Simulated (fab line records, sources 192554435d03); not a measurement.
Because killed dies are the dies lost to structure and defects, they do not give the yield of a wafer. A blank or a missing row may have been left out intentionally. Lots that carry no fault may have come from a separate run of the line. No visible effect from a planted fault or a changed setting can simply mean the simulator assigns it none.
Chamber matching | flow n5_finfet | 4 sister chambers for N5_FIN_SAQP_SPACER2_ETCHBACK_29 on rie_diel-01
The step etches SiO2 in CHF3/O2, target depth 12.2 nm, time 6.1 s. 4 wafers are shown with their chamber, then 10 later ones without.

EACH WAFER AND ITS CHAMBER
wafer  | chamber | drypump_motor_current_A (A)
L088.1 | 0       | 5.5
L088.2 | 2       | 5.9
L089.1 | 1       | 5.5
L089.4 | 3       | 6.1

WAFERS WITH NO CHAMBER GIVEN
wafer  | drypump_motor_current_A (A)
L089.6 | 5.5
L091.1 | 5.4
L091.4 | 5.5
L091.5 | 6.1
L094.1 | 5.5
L094.5 | 5.4
L094.6 | 5.9
L096.1 | 5.9
L096.3 | 5.5
L096.5 | 5.5

WHICH CHAMBER EACH ONE RAN IN
wafer  | from the rows above     | in truth
L089.6 | can't be placed: 0 or 1 | 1
L091.1 | can't be placed: 0 or 1 | 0
L091.4 | can't be placed: 0 or 1 | 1
L091.5 | 3                       | 3
L094.1 | can't be placed: 0 or 1 | 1
L094.5 | can't be placed: 0 or 1 | 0
L094.6 | 2                       | 2
L096.1 | 2                       | 2
L096.3 | can't be placed: 0 or 1 | 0
L096.5 | can't be placed: 0 or 1 | 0
Correctly placed: 3 of 10. Can't be placed from these rows: 7 (the true chamber is among the candidates in 7). 0 placed wrongly.
How it was worked out, from the rows above alone: a wafer's distance from a chamber is the root of the sum, over the readings, of the square of ((its reading less the chamber's mean) divided by the reading's scatter). The wafer belongs to the nearest chamber; if the next one is less than 2 further off, it can't be placed. A chamber's mean is the mean of its shown wafers. The scatter (one wafer shown for each chamber): square how far every hidden wafer sits from the nearest shown wafer, average those squares and take the square root.
